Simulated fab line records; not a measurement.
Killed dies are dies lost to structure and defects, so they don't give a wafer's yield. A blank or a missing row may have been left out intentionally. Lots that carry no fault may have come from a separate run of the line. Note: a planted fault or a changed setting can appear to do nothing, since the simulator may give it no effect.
fab line records	flow n5-finfet
record: lots: 9	wafers: 25	last-day: 19
route steps=1938 shown SD_EPI_N@278 SD_EPI_P@304 BEOL_M4@1111 PASSIVATION@1936
lots that met no fault: from a run of the same line without faults
start-h: start of the lot's first displayed wafer, in hours after the record's first day	wait-h: hours since the lot's step before	" identical to the entry in the row above	L1.1+2: several wafers, shown together as one row	- no value, or no start was given	* or withheld: withheld	< > ~ a bound
route shown NAME@n: a module of which the file shows steps, and the number in the route of the first	usual: mean/standard deviation of fault-free wafers	same: alike in all rows	chamber/n: place in a boat	sites: each site's reading	_std_site: how widely they spread, as a standard deviation	_edge_site: the outer-site mean with the inner-site mean subtracted	radius-mm: how far each site lies from the wafer's centre	mask NAME#n: copy n	behind: the last tool/chamber to shape the wafer	hold: why the lot went on hold/how many hours it stayed there/how the hold came to an end	device: names the non-switching transistor (n, p or np)	end of line: the route-end tests of the same wafers	a step with no rows: only its recipe	killed: count of dies lost to structure and defects at first sort (not the wafer's yield)	map: a wafer's dies, marking killed ones x, the rest . and places with no die _
set.NAME: setting as actually run; set.NAME@STEP: the setting as run at that earlier step	model.NAME: the simulator's own value behind a step, which no gauge read
one table for each step of the route and one row for each wafer, over a sample of lots
services: when a tool's chamber went out of use (start-h, in hours from the record's first day, below 0 if earlier), for how many hours, and the reason
== steps ==
step: N5_SD_EPI_N_ETCH_45
recipe: chemistry: CH3F/O2	target: SiOCN	target-depth-a: 60	mask-material: SOC	ion-energy-ev: 60	bias-w: 29	pressure-mtorr: 15	source-w: 410	Ar_flow_sccm: 150	CH3F_flow_sccm: 30	O2_flow_sccm: 20
usual: O2_flow_sccm: 19.99/0.062	drypump-motor-current-A: 5.5/0.38	oes-product-au: 0.80/0.095	rf-fwd-power-W: 408.1/1.4	rf-vpp-V: 127.4/1	showerhead-plenum-p-Torr: 1.99/0.075	throttle-valve-pct: 23.34/0.24
lot.wafer	tool	chamber	start-h	wait-h	O2_flow_sccm	drypump-motor-current-A	oes-product-au	rf-fwd-power-W	rf-hours-counter-h	rf-vpp-V	showerhead-plenum-p-Torr	throttle-valve-pct
L679.3	rie-diel-04	2	73.28	0.1	20.06	5.4	0.86	407.5	53	127.9	2.03	23.02
L679.5	"	0	"	"	20.01	5.1	0.71	410.9	-	128.3	1.98	23.67
L683.2	rie-diel-03	2	101.26	0.1	20.03	5.6	0.79	407.5	100	128.2	1.93	23.42
L683.4	"	3	"	"	20.00	5.5	0.81	407.4	67	129.3	2.10	23.02
L683.5	"	0	"	"	20.03	5.3	0.78	408.1	-	127.8	1.93	23.29
L686.1	rie-diel-01	1	117.49	0.1	19.89	5.2	0.69	406.8	234	127.8	2.05	23.34
L686.4	"	2	"	"	20.02	6.0	0.69	409.4	213	126.5	1.89	23.37
L687.1	rie-diel-01	3	120.85	0.1	19.93	5.0	0.98	409.1	7	128.4	2.04	23.00
L687.2	"	2	"	"	19.88	6.0	0.70	408.2	214	126.3	1.89	23.37
L687.4	"	0	"	"	20.01	5.5	0.68	405.0	248	126.6	1.97	23.65
L689.2	rie-diel-04	2	135.72	0.1	19.96	5.4	0.83	405.5	76	127.8	2.02	23.08
L689.3	"	0	"	"	19.90	5.1	0.69	408.6	248	125.5	1.97	23.69
L689.5	"	0	"	"	19.89	5.1	0.69	408.3	-	128.7	1.97	23.68
L690.1	rie-diel-03	0	141.24	0.1	19.91	5.4	0.78	408.1	123	127.5	1.92	23.32
L690.3	"	3	"	"	19.92	5.5	0.80	406.7	78	127.5	2.09	23.04
L690.4	"	1	"	"	20.01	5.3	0.94	408.2	25	129.3	2.13	23.05
L692.1	rie-diel-01	0	149.95	0.1	20.03	5.5	0.95	409.9	1	127.0	1.97	23.30
L692.2	"	1	"	"	19.95	5.2	0.69	407.7	249	128.2	2.04	23.36
L692.4	"	2	"	"	19.96	6.0	0.69	409.5	-	127.0	1.89	23.39
L696.1	rie-diel-01	0	175.16	0.1	19.95	5.5	0.91	407.8	13	127.1	1.97	23.34
L696.3	"	3	"	"	19.97	4.9	0.91	406.7	29	128.1	2.03	23.03
L696.5	"	0	"	"	19.97	5.4	0.91	406.6	-	126.3	1.97	23.33
L697.1	rie-diel-04	2	180.62	0.1	19.96	5.4	0.81	408.4	94	125.9	2.01	23.09
L697.5	"	2	"	"	19.97	5.4	0.81	407.2	-	127.2	2.01	23.08
L697.6	"	3	"	"	20.02	5.9	0.93	409.3	-	129.0	2.12	23.35
step: N5_SD_EPI_P_OVL_MEAS_10
recipe: points-per-wafer: 44
usual: SD_P_BLK_OVL: 0.4/0.67
lot.wafer	tool	chamber	start-h	wait-h	SD_P_BLK_OVL[nm]
L679.3	overlay-02	0	77.10	0.0	1.2
L679.5	"	0	"	"	1.4
L683.2	overlay-01	0	105.24	0.0	-0.5
L683.4	"	0	"	"	-0.7
L683.5	"	0	"	"	0.8
L686.1	overlay-02	0	121.75	0.0	0.0
L686.4	"	0	"	"	1.4
L687.1	overlay-01	0	124.73	0.0	0.6
L687.2	"	0	"	"	-0.1
L687.4	"	0	"	"	-0.1
L689.2	overlay-01	0	140.35	0.0	-0.3
L689.3	"	0	"	"	1.5
L689.5	"	0	"	"	1.0
L690.1	overlay-01	0	146.31	0.0	0.6
L690.3	"	0	"	"	1.2
L690.4	"	0	"	"	1.0
L692.1	overlay-01	0	154.43	0.0	-0.2
L692.2	"	0	"	"	0.1
L692.4	"	0	"	"	0.8
L696.1	overlay-01	0	179.02	0.0	0.3
L696.3	"	0	"	"	-0.3
L696.5	"	0	"	"	1.5
L697.1	overlay-02	0	184.65	0.0	0.2
L697.5	"	0	"	"	-0.3
L697.6	"	0	"	"	-0.6
step: N5_SD_EPI_P_ETCH_47
recipe: chemistry: CH3F/O2	target: SiOCN	target-depth-a: 250	mask-material: SOC	ion-energy-ev: 60	bias-w: 29	pressure-mtorr: 30	source-w: 410	Ar_flow_sccm: 150	CH3F_flow_sccm: 30	O2_flow_sccm: 20
usual: O2_flow_sccm: 19.99/0.06	drypump-motor-current-A: 5.6/0.45	oes-product-au: 0.77/0.074	rf-fwd-power-W: 408.1/1.3	rf-vpp-V: 127.9/2.3	showerhead-plenum-p-Torr: 2.01/0.054	throttle-valve-pct: 16.33/0.23
lot.wafer	tool	chamber	start-h	wait-h	O2_flow_sccm	drypump-motor-current-A	oes-product-au	rf-fwd-power-W	rf-hours-counter-h	rf-vpp-V	showerhead-plenum-p-Torr	throttle-valve-pct
L679.3	rie-diel-05	1	77.68	0.1	20.03	5.6	0.75	408.7	183	128.4	2.06	16.20
L679.5	"	2	"	"	20.01	6.2	0.89	406.3	-	132.5	2.04	15.92
L683.2	rie-diel-06	3	106.02	0.1	19.94	5.7	0.73	406.7	162	126.4	2.08	16.45
L683.4	"	2	"	"	20.04	5.6	0.76	406.4	156	126.8	2.10	16.38
L683.5	"	2	"	"	20.01	5.6	0.76	405.4	-	127.1	2.10	16.38
L686.1	rie-diel-05	3	122.32	0.1	19.99	5.1	0.70	412.3	225	126.8	1.99	16.66
L686.4	"	2	"	"	20.02	6.2	0.87	407.5	43	131.4	2.03	15.96
L687.1	rie-diel-06	1	125.31	0.1	20.09	6.5	0.69	409.1	212	129.1	1.96	16.33
L687.2	"	3	"	"	20.02	5.6	0.72	407.9	167	126.6	2.07	16.43
L687.4	"	2	"	"	20.17	5.6	0.75	407.6	161	125.5	2.10	16.38
L689.2	rie-diel-05	1	140.93	0.1	20.08	5.6	0.73	407.8	201	127.5	2.06	16.25
L689.3	"	0	"	"	19.98	5.2	0.85	407.0	72	123.5	1.96	16.06
L689.5	"	2	"	"	20.04	6.2	0.87	407.5	-	131.2	2.03	15.96
L690.1	rie-diel-06	3	146.92	0.1	19.98	5.6	0.72	407.1	174	127.8	2.07	16.46
L690.3	"	2	"	"	19.99	5.6	0.75	408.8	167	126.9	2.10	16.41
L690.4	"	1	"	"	20.05	6.6	0.69	409.1	218	129.9	1.96	16.33
L692.1	rie-diel-02	2	155.00	0.1	20.01	6.1	0.77	406.2	149	127.3	1.99	16.25
L692.2	"	1	"	"	19.83	5.6	0.85	408.5	38	122.6	1.94	16.26
L692.4	"	1	"	"	19.94	5.7	0.85	408.2	-	124.2	1.94	16.26
L696.1	rie-diel-06	3	179.60	0.1	20.00	5.7	0.71	407.4	182	127.5	2.07	16.46
L696.3	"	1	"	"	19.92	6.5	0.69	408.2	225	129.6	1.96	16.37
L696.5	"	2	"	"	20.04	5.6	0.74	408.1	-	126.8	2.09	16.42
L697.1	rie-diel-02	3	185.47	0.1	20.12	5.6	0.97	405.2	1	127.0	1.95	15.99
L697.5	"	2	"	"	19.98	6.1	0.76	408.2	-	128.8	1.99	16.28
L697.6	"	3	"	"	19.99	5.6	0.96	407.5	-	128.0	1.95	15.95
step: N5_SD_EPI_P_SD_RECESS_17
recipe: chemistry: HBr/Cl2/O2	target-depth-a: 391	bt-time-s: 3	pressure-mtorr: 10	icp-w: 800	bias-w: 112	HBr_flow_sccm: 150	Cl2_flow_sccm: 80	O2_flow_sccm: 12
usual: O2_flow_sccm: 12.00/0.033	drypump-motor-current-A: 5.8/0.41	oes-product-au: 1.001/0.013	rf-fwd-power-W: 795.3/2.8	throttle-valve-pct: 37.06/0.22
lot.wafer	tool	chamber	start-h	wait-h	O2_flow_sccm	drypump-motor-current-A	oes-product-au	rf-fwd-power-W	rf-hours-counter-h	throttle-valve-pct
L679.3	rie-si-01	3	77.85	0.0	11.99	6.3	0.998	796.4	33	37.08
L679.5	"	3	"	"	11.94	6.3	0.990	791.1	-	37.09
L683.2	rie-si-06	0	106.19	0.0	11.94	5.9	1.006	792.3	7	36.81
L683.4	"	1	"	"	12.02	5.3	1.001	797.2	0	37.13
L683.5	"	3	"	"	12.02	6.2	1.010	799.2	-	36.60
L686.1	rie-si-06	0	122.49	0.0	11.97	5.9	1.001	794.6	8	36.80
L686.4	"	1	"	"	12.00	5.4	1.005	795.6	0	37.12
L687.1	rie-si-01	2	125.48	0.0	12.05	6.2	0.985	795.3	143	37.27
L687.2	"	0	"	"	12.07	5.8	0.997	794.1	93	37.00
L687.4	"	3	"	"	12.00	6.3	0.997	793.7	34	37.10
L689.2	rie-si-06	2	141.10	0.0	12.03	5.2	0.941	796.1	86	37.21
L689.3	"	1	"	"	12.01	5.4	0.945	794.1	1	37.18
L689.5	"	3	"	"	12.04	6.2	0.935	795.0	-	36.66
L690.1	rie-si-02	3	147.09	0.0	12.05	5.8	0.986	795.2	127	37.04
L690.3	"	1	"	"	12.01	6.4	1.011	791.1	58	37.52
L690.4	"	0	"	"	12.00	5.8	1.016	795.8	45	37.11
L692.1	rie-si-06	0	155.18	0.0	11.94	5.9	0.932	791.3	8	36.86
L692.2	"	1	"	"	12.00	5.3	0.937	797.6	1	37.18
L692.4	"	2	"	"	11.96	5.2	0.949	800.9	86	37.21
L696.1	rie-si-01	3	179.77	0.0	12.00	6.3	0.992	799.2	35	37.09
L696.3	"	0	"	"	11.99	5.8	0.993	794.0	94	37.00
L696.5	"	1	"	"	12.02	5.8	1.013	792.5	-	37.11
L697.1	rie-si-02	2	185.64	0.0	11.93	4.9	0.985	798.2	32	36.97
L697.5	"	1	"	"	12.02	6.4	0.994	793.4	-	37.52
L697.6	"	2	"	"	11.94	4.9	0.984	791.3	-	36.98
step: N5_BEOL_M4_RC_MEAS_101
usual: CJ_P: 5.82/0.23	DIBL_N: 36.5/1.9	DIBL_P: 36.4/2.2	IOFF_N: 0.17/0.034	IOFF_P: 0.21/0.036	ION_N: 678/12	ION_P: 462/7.1	REXT_P: 99.3/2.3	SS_N: 71.7/0.61	SS_P: 73.4/0.71	VT_N: 249/3.5	VT_P: -251/3	VT_P_LVT: -98.7/2.8
lot.wafer	tool	chamber	start-h	wait-h	CJ_P	DIBL_N[mV/V]	DIBL_P[mV/V]	IOFF_N[nA/um]	IOFF_P[nA/um]	ION_N[uA/um]	ION_P[uA/um]	REXT_P[ohm.um]	SS_N[mV/dec]	SS_P[mV/dec]	VT_N[mV]	VT_P[mV]	VT_P_LVT[mV]
L679.3	prober-01	0	193.03	0.3	5.98	34.2	34.7	0.15	0.20	675	464	99.7	70.5	72.9	249	-249	-94.0
L679.5	"	0	"	"	5.48	34.4	34.6	0.15	0.20	676	471	99.0	70.9	73.6	250	-248	-93.5
L683.2	prober-01	0	237.59	0.2	5.87	36.3	34.0	0.13	0.17	664	456	97.4	70.8	72.6	253	-258	-101.4
L683.4	"	0	"	"	5.49	36.0	33.9	0.13	0.16	671	453	97.8	70.9	73.0	252	-255	-101.7
L683.5	"	0	"	"	6.18	35.0	32.9	0.12	0.16	658	458	96.2	71.3	72.2	256	-256	-100.9
L686.1	prober-02	0	274.55	0.0	6.00	35.0	34.6	0.12	0.17	667	456	100.7	71.5	72.6	256	-254	-101.4
L686.4	"	0	"	"	6.18	35.8	35.2	0.13	0.18	664	452	102.4	71.1	72.2	254	-252	-100.7
L687.1	prober-01	0	276.51	0.0	5.20	38.7	36.9	0.17	0.20	686	460	96.4	71.9	73.5	248	-252	-102.2
L687.2	"	0	"	"	5.49	37.4	35.4	0.15	0.18	657	455	95.8	71.2	73.8	254	-254	-103.4
L687.4	"	0	"	"	5.65	39.8	39.0	0.20	0.24	690	466	94.0	72.5	74.3	249	-252	-99.1
L689.2	prober-02	0	282.68	0.2	2.74	39.9	38.2	0.25	0.19	707	402	110.3	72.9	74.8	245	-258	-103.6
L689.3	"	0	"	"	3.40	35.5	32.4	0.16	0.13	663	394	111.7	71.0	73.1	251	-260	-107.4
L689.5	"	0	"	"	3.39	37.2	34.2	0.18	0.15	674	405	109.1	72.1	73.9	249	-259	-107.0
L690.1	prober-02	0	294.59	0.0	5.68	33.7	34.0	0.11	0.16	664	456	98.1	71.0	72.5	255	-252	-102.5
L690.3	"	0	"	"	6.28	38.1	39.5	0.18	0.24	683	474	97.1	72.7	73.6	252	-250	-98.6
L690.4	"	0	"	"	5.76	34.3	34.0	0.11	0.15	661	453	99.2	70.8	72.9	255	-255	-103.7
L692.1	prober-01	0	299.84	0.0	3.46	38.4	36.9	0.20	0.16	689	409	110.3	71.7	73.4	244	-257	-105.2
L692.2	"	0	"	"	2.71	36.4	34.8	0.16	0.14	674	395	111.4	71.1	72.8	250	-261	-107.4
L692.4	"	0	"	"	3.05	36.3	34.7	0.17	0.14	700	403	110.8	71.9	72.7	247	-260	-106.4
L696.1	prober-01	0	308.03	0.2	5.68	37.5	38.5	0.20	0.21	690	465	102.4	73.0	74.2	247	-251	-96.8
L696.3	"	0	"	"	5.91	36.0	37.6	0.16	0.18	665	449	104.0	71.5	73.1	250	-254	-100.2
L696.5	"	0	"	"	5.85	35.6	37.0	0.16	0.19	686	466	101.2	71.1	73.4	248	-256	-98.1
L697.1	prober-01	0	333.86	0.0	5.90	33.3	33.5	0.13	0.15	663	460	98.6	71.1	72.2	250	-253	-103.1
L697.5	"	0	"	"	6.11	37.5	38.2	0.19	0.21	677	459	97.0	72.0	73.9	248	-250	-100.2
L697.6	"	0	"	"	5.81	36.8	36.7	0.18	0.20	680	460	98.0	71.3	73.4	244	-252	-100.0
step: N5_PASSIVATION_PROBE_49
usual: defect-limited-yield: 91.0/1.5	killed_at_M0_to_M3: 35/11	killed_at_M4_up: 13/5	killed-at-contacts: 12/5.9	killed-at-front-end: 42/13	killed-at-other: 3/3.2	killed-dies: 106/18	killed-on-rim: 14/4.2	killed-open: 69/13	killed-short: 35/8.9	sort_bin_5_function: 5.2/0.95	sort_bin_6_memory: 3.3/0.71	sort_bin_8_speed: 0.00/0.016	sort-n-pass: 1074/18	sort-yield-pct: 91.0/1.5
same: gross-dies: 1180	killed-at-back-side: 0	sort_bin_4_leakage[%]: 0
lot.wafer	tool	chamber	start-h	wait-h	defect-limited-yield[%]	killed_at_M0_to_M3	killed_at_M4_up	killed-at-contacts	killed-at-front-end	killed-at-other	killed-dies	killed-on-rim	killed-open	killed-short	sort_bin_5_function[%]	sort_bin_6_memory[%]	sort_bin_8_speed[%]	sort-n-pass	sort-yield-pct[%]
L679.3	prober-01	-	320.48	0.1	91.8	32	16	18	31	0	97	12	65	32	4.3	3.5	0	1083	91.8
L679.5	prober-01	-	320.58	0.2	91.2	29	19	8	48	0	104	13	73	25	4.4	3.6	0	1076	91.2
L683.2	prober-01	-	354.06	0.1	90.2	26	8	23	51	8	116	14	81	33	5.8	3.6	0	1064	90.2
L683.4	prober-01	-	354.16	0.2	90.0	39	21	20	36	2	118	18	74	44	6.2	3.2	0	1062	90.0
L683.5	prober-01	-	354.21	0.2	90.9	28	5	20	52	2	107	19	70	31	5.1	3.4	0	1073	90.9
L687.1	prober-02	-	377.11	0.1	91.4	26	21	10	38	6	101	17	68	32	5.1	3.4	0	1079	91.4
L687.2	prober-02	-	377.16	0.2	89.7	35	11	22	43	11	122	15	79	42	6.2	3.6	0	1058	89.7
L687.4	prober-02	-	377.26	0.3	90.4	30	23	16	40	4	113	18	72	40	5.3	3.9	0	1067	90.4
L686.1	prober-02	-	390.60	0.0	90.5	28	12	15	57	0	112	14	84	27	5.2	4.1	0	1068	90.5
L686.4	prober-02	-	390.75	0.2	87.1	38	12	16	84	2	152	14	105	47	8.1	4.4	0	1028	87.1
L689.2	prober-01	-	392.09	0.1	90.8	30	14	7	55	3	109	11	72	37	6.4	2.6	90.76	0	0
L689.3	prober-01	-	392.14	0.1	91.0	28	13	8	47	10	106	12	75	28	4.8	3.5	91.02	0	0
L689.5	prober-01	-	392.24	0.2	91.5	31	15	17	32	5	100	10	70	30	4.6	3.6	91.53	0	0
L690.1	prober-02	-	402.34	0.0	90.3	23	7	21	60	4	115	22	86	27	6.0	3.4	0	1065	90.3
L690.3	prober-02	-	402.44	0.1	92.3	30	9	8	35	9	91	15	52	31	4.3	2.6	0	1089	92.3
L690.4	prober-02	-	402.49	0.2	91.9	35	7	18	32	3	95	13	65	29	4.0	3.8	0	1085	91.9
L692.1	prober-02	-	414.09	0.0	91.4	34	15	1	45	6	101	14	66	34	5.5	2.8	91.44	0	0
L692.2	prober-02	-	414.14	0.1	91.0	49	9	5	41	2	106	13	62	42	6.3	2.5	91.02	0	0
L692.4	prober-02	-	414.24	0.2	90.5	53	16	9	33	1	112	19	82	30	5.4	4.0	90.51	0	0
L696.1	prober-02	-	436.08	0.0	93.6	20	9	12	35	0	76	11	42	33	4.2	2.0	0	1104	93.6
L696.3	prober-02	-	436.18	0.1	91.9	24	13	15	44	0	96	10	68	26	4.6	3.3	0	1084	91.9
L696.5	prober-02	-	436.28	0.2	91.2	42	10	21	29	2	104	17	71	29	4.1	4.3	0	1076	91.2
L697.1	prober-02	-	444.91	0.0	88.8	70	8	13	36	5	132	20	81	47	6.1	4.2	0	1048	88.8
L697.5	prober-02	-	445.11	0.2	92.4	38	17	8	22	5	90	14	62	28	5.0	2.3	0	1090	92.4
L697.6	prober-02	-	445.16	0.3	92.2	37	12	10	32	1	92	8	64	24	4.8	2.5	0	1088	92.2
killed by level:class
L679.3 MOL_CONTACT_COAG:geometric-particle:open=15 BEOL_M4:geometric-particle:open=9 BEOL_M3:geometric-particle:open=8 FIN_SAQP:geometric-particle:open=7 GATE_CUT:geometric-particle:short=5 BEOL_M1:geometric-particle:open=5 BEOL_M2:geometric-particle:open=5 BEOL_M2:geometric-particle:short=5
L679.5 FIN_SAQP:geometric-particle:open=10 BEOL_M4:geometric-particle:open=9 BEOL_M2:geometric-particle:open=8 DUMMY_GATE:geometric-particle:open=7 BEOL_M3:geometric-particle:open=7 MOL_CONTACT_COAG:geometric-particle:open=6 STI_FIN_REVEAL:geometric-particle:open=6 HKMG_FIN:area-etch=6
L683.2 MOL_CONTACT_COAG:geometric-particle:open=21 BEOL_M0_SAQP:geometric-particle:open=13 STI_FIN_REVEAL:geometric-particle:open=10 FIN_SAQP:geometric-particle:short=7 FIN_SAQP:geometric-particle:open=6 STARTING-WAFER:geometric-particle:short=6 DUMMY_GATE:geometric-particle:open=5 BEOL_M2:geometric-particle:open=5
L683.4 MOL_CONTACT_COAG:geometric-particle:open=18 FIN_SAQP:geometric-particle:short=14 BEOL_M0_SAQP:geometric-particle:short=14 BEOL_M0_SAQP:geometric-particle:open=12 STI_FIN_REVEAL:geometric-particle:open=8 BEOL_M4:geometric-particle:open=7 BEOL_M2:geometric-particle:open=6 BEOL_M5:geometric-particle:open=4
L683.5 MOL_CONTACT_COAG:geometric-particle:open=15 FIN_SAQP:geometric-particle:open=14 FIN_SAQP:geometric-particle:short=9 STI_FIN_REVEAL:geometric-particle:open=9 BEOL_M0_SAQP:geometric-particle:short=8 BEOL_M1:geometric-particle:open=7 MOL_CONTACT_COAG:geometric-particle:short=5 BEOL_M0_SAQP:geometric-particle:open=5
L687.1 STI_FIN_REVEAL:geometric-particle:open=13 MOL_CONTACT_COAG:geometric-particle:open=10 BEOL_M0_SAQP:geometric-particle:open=8 BEOL_M0_SAQP:geometric-particle:short=7 FIN_SAQP:geometric-particle:short=5 FIN_SAQP:geometric-particle:open=5 GATE_CUT:geometric-particle:short=5 BEOL_M3:geometric-particle:open=4
L687.2 MOL_CONTACT_COAG:geometric-particle:open=16 STI_FIN_REVEAL:geometric-particle:open=11 GATE_CUT:geometric-particle:short=9 BEOL_M0_SAQP:geometric-particle:short=9 BEOL_M0_SAQP:geometric-particle:open=8 MOL_CONTACT_COAG:geometric-particle:short=6 BEOL_M4:geometric-particle:open=6 BEOL_M2:geometric-particle:open=6
L687.4 BEOL_M4:geometric-particle:open=10 MOL_CONTACT_COAG:geometric-particle:open=9 STI_FIN_REVEAL:geometric-particle:open=8 BEOL_M2:geometric-particle:open=8 BEOL_M3:geometric-particle:open=8 GATE_CUT:geometric-particle:short=7 MOL_CONTACT_COAG:geometric-particle:short=7 FIN_SAQP:geometric-particle:short=6
L686.1 STI_FIN_REVEAL:geometric-particle:open=23 MOL_CONTACT_COAG:geometric-particle:open=15 BEOL_M2:geometric-particle:open=8 BEOL_M1:geometric-particle:open=7 GATE_CUT:geometric-particle:open=5 BEOL_M3:geometric-particle:open=5 FIN_SAQP:geometric-particle:open=4 FIN_SAQP:geometric-particle:short=4
L686.4 STI_FIN_REVEAL:geometric-particle:open=29 FIN_SAQP:geometric-particle:short=18 BEOL_M3:geometric-particle:open=15 MOL_CONTACT_COAG:geometric-particle:open=12 FIN_SAQP:geometric-particle:open=8 BEOL_M1:geometric-particle:open=7 GATE_CUT:geometric-particle:short=7 BEOL_M2:geometric-particle:open=7
L689.2 FIN_SAQP:geometric-particle:open=18 FIN_SAQP:geometric-particle:short=8 DUMMY_GATE:geometric-particle:open=7 STI_FIN_REVEAL:geometric-particle:open=6 BEOL_M1:geometric-particle:open=6 BEOL_M6:geometric-particle:open=5 GATE_CUT:geometric-particle:short=5 MOL_CONTACT_COAG:geometric-particle:open=5
L689.3 FIN_SAQP:geometric-particle:open=18 BEOL_M3:geometric-particle:open=11 STI_FIN_REVEAL:geometric-particle:open=10 MOL_CONTACT_COAG:geometric-particle:open=6 FIN_SAQP:geometric-particle:short=5 BEOL_M0_SAQP:geometric-particle:short=5 BEOL_M4:geometric-particle:open=5 BEOL_M1:geometric-particle:open=4
L689.5 FIN_SAQP:geometric-particle:open=13 MOL_CONTACT_COAG:geometric-particle:open=13 BEOL_M4:geometric-particle:open=10 BEOL_M1:geometric-particle:open=7 BEOL_M3:geometric-particle:open=7 FIN_SAQP:geometric-particle:short=5 GATE_CUT:geometric-particle:short=4 MOL_CONTACT_COAG:geometric-particle:short=4
L690.1 FIN_SAQP:geometric-particle:open=19 MOL_CONTACT_COAG:geometric-particle:open=19 FIN_SAQP:geometric-particle:short=11 DUMMY_GATE:geometric-particle:open=10 STI_FIN_REVEAL:geometric-particle:open=7 BEOL_M0_SAQP:geometric-particle:open=7 BEOL_M2:geometric-particle:open=6 GATE_CUT:geometric-particle:open=4
L690.3 BEOL_M3:geometric-particle:open=10 FIN_SAQP:geometric-particle:open=9 FIN_SAQP:geometric-particle:short=7 BEOL_M1:geometric-particle:open=6 MOL_CONTACT_COAG:geometric-particle:open=5 BEOL_M0_SAQP:geometric-particle:short=4 STARTING-WAFER:geometric-particle:short=4 HKMG_FIN:area-etch=4
L690.4 MOL_CONTACT_COAG:geometric-particle:open=13 STI_FIN_REVEAL:geometric-particle:open=7 DUMMY_GATE:geometric-particle:open=7 BEOL_M3:geometric-particle:open=7 BEOL_M2:geometric-particle:open=7 FIN_SAQP:geometric-particle:short=5 MOL_CONTACT_COAG:geometric-particle:short=5 BEOL_M0_SAQP:geometric-particle:open=5
L692.1 FIN_SAQP:geometric-particle:open=17 BEOL_M3:geometric-particle:open=9 STI_FIN_REVEAL:geometric-particle:open=8 BEOL_M4:geometric-particle:open=7 FIN_SAQP:geometric-particle:short=5 BEOL_M0_SAQP:geometric-particle:short=5 BEOL_M3:geometric-particle:short=5 STARTING-WAFER:geometric-particle:short=5
L692.2 FIN_SAQP:geometric-particle:open=13 BEOL_M0_SAQP:geometric-particle:short=10 FIN_SAQP:geometric-particle:short=7 BEOL_M0_SAQP:geometric-particle:open=7 BEOL_M3:geometric-particle:short=7 BEOL_M3:geometric-particle:open=6 BEOL_M1:geometric-particle:open=5 BEOL_M2:geometric-particle:open=5
L692.4 BEOL_M1:geometric-particle:open=12 BEOL_M0_SAQP:geometric-particle:open=12 BEOL_M3:geometric-particle:open=12 FIN_SAQP:geometric-particle:open=9 STI_FIN_REVEAL:geometric-particle:open=7 MOL_CONTACT_COAG:geometric-particle:open=7 BEOL_M4:geometric-particle:open=7 BEOL_M1:geometric-particle:short=6
L696.1 MOL_CONTACT_COAG:geometric-particle:open=9 DUMMY_GATE:geometric-particle:open=6 BEOL_M0_SAQP:geometric-particle:short=6 FIN_SAQP:geometric-particle:short=5 GATE_CUT:geometric-particle:short=4 BEOL_M0_SAQP:geometric-particle:open=4 STI_FIN_REVEAL:geometric-particle:short=3 DUMMY_GATE:geometric-particle:short=3
L696.3 MOL_CONTACT_COAG:geometric-particle:open=11 STI_FIN_REVEAL:geometric-particle:open=7 FIN_SAQP:geometric-particle:open=6 DUMMY_GATE:geometric-particle:open=6 GATE_CUT:geometric-particle:open=6 BEOL_M2:geometric-particle:open=6 GATE_CUT:geometric-particle:short=5 BEOL_M0_SAQP:geometric-particle:short=5
L696.5 MOL_CONTACT_COAG:geometric-particle:open=19 BEOL_M2:geometric-particle:open=9 BEOL_M3:geometric-particle:open=9 STI_FIN_REVEAL:geometric-particle:open=8 BEOL_M0_SAQP:geometric-particle:short=7 BEOL_M4:geometric-particle:open=5 GATE_CUT:geometric-particle:short=4 BEOL_M2:geometric-particle:short=4
L697.1 BEOL_M0_SAQP:geometric-particle:open=20 BEOL_M0_SAQP:geometric-particle:short=13 MOL_CONTACT_COAG:geometric-particle:open=11 BEOL_M2:geometric-particle:open=11 STI_FIN_REVEAL:geometric-particle:open=10 BEOL_M1:geometric-particle:open=10 BEOL_M1:geometric-particle:short=6 FIN_SAQP:geometric-particle:short=5
L697.5 BEOL_M1:geometric-particle:open=10 BEOL_M0_SAQP:geometric-particle:short=9 BEOL_M0_SAQP:geometric-particle:open=8 BEOL_M3:geometric-particle:open=8 MOL_CONTACT_COAG:geometric-particle:open=6 BEOL_M4:geometric-particle:open=6 FIN_SAQP:geometric-particle:open=5 FIN_SAQP:geometric-particle:short=4
L697.6 BEOL_M0_SAQP:geometric-particle:open=13 MOL_CONTACT_COAG:geometric-particle:open=9 FIN_SAQP:geometric-particle:short=7 BEOL_M3:geometric-particle:open=7 STI_FIN_REVEAL:geometric-particle:open=6 BEOL_M0_SAQP:geometric-particle:short=6 STI_FIN_REVEAL:geometric-particle:short=5 BEOL_M1:geometric-particle:open=5
== services ==
tool	chamber	start-h	hours	kind
rie-diel-05	3	51.80	1.8	repair
rie-si-06	3	54.54	12.4	repair
rie-diel-01	3	72.93	-	clean
rie-diel-01	3	72.93	-	consumable-replace:esc
rie-diel-01	3	72.93	-	consumable-replace:focus-ring
rie-diel-01	3	72.93	27.6	scheduled-down
rie-diel-01	3	72.93	27.6	vent-cycle
rie-si-06	1	80.29	-	clean
rie-si-06	1	80.29	21.0	scheduled-down
rie-si-06	1	80.29	21.0	vent-cycle
rie-diel-04	1	80.43	8.6	repair
rie-diel-01	2	88.49	2.0	repair
rie-diel-06	-	95.50	1.1	repair
rie-diel-02	0	110.40	10.7	repair
rie-diel-03	-	111.08	2.8	pm
rie-diel-01	0	128.11	-	clean
rie-diel-01	0	128.11	-	consumable-replace:focus-ring
rie-diel-02	-	134.86	0.7	repair
rie-diel-03	0	149.41	9.5	repair
rie-diel-01	1	153.53	-	clean
rie-diel-04	2	165.85	1.5	repair
rie-si-01	1	167.47	8.7	repair
rie-diel-04	0	170.71	17.3	repair
rie-diel-01	3	183.63	4.1	repair
== key ==
first-sign: step: N5_SD_EPI_P_SD_RECESS_17	reading: oes-product-au	direction: down	sigmas: 4.8	usual: 1.001	struck: 0.940
effect: step: N5_BEOL_M4_RC_MEAS_101	reading: CJ_P	direction: down	sigmas: 12	usual: 5.82	struck: 3.12
effect: step: N5_BEOL_M4_RC_MEAS_101	reading: ION_P	direction: down	sigmas: 8.5	usual: 462	struck: 401
effect: step: N5_BEOL_M4_RC_MEAS_101	reading: REXT_P	direction: up	sigmas: 4.8	usual: 99.3	struck: 110.6
effect: step: N5_BEOL_M4_RC_MEAS_101	reading: VT_P_LVT	direction: down	sigmas: 2.7	usual: -98.7	struck: -106.2
effect: step: N5_BEOL_M4_RC_MEAS_101	reading: VT_P	direction: down	sigmas: 2.6	usual: -251	struck: -259
effect: step: N5_BEOL_M4_RC_MEAS_101	reading: IOFF_P	direction: down	sigmas: 1.5	usual: 0.21	struck: 0.15	wafers-moved: 4
effect: step: N5_PASSIVATION_PROBE_49	reading: sort_bin_8_speed	direction: up	sigmas: 99+	usual: 0.00	struck: 91.05
met-at N5_SD_EPI_P_SD_RECESS_17
struck-lots L689,L692
not-acting-at N5_SD_EPI_N_ETCH_45,N5_SD_EPI_P_OVL_MEAS_10,N5_SD_EPI_P_ETCH_47
onset-between 122.49 141.10
fault: kind: process-parameter-drift	tool: rie-si-06	chamber: -	onset-h: 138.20	steps: N5_SD_EPI_P_SD_RECESS_17	channel: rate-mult	offset: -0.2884	shape: step	end-h: 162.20
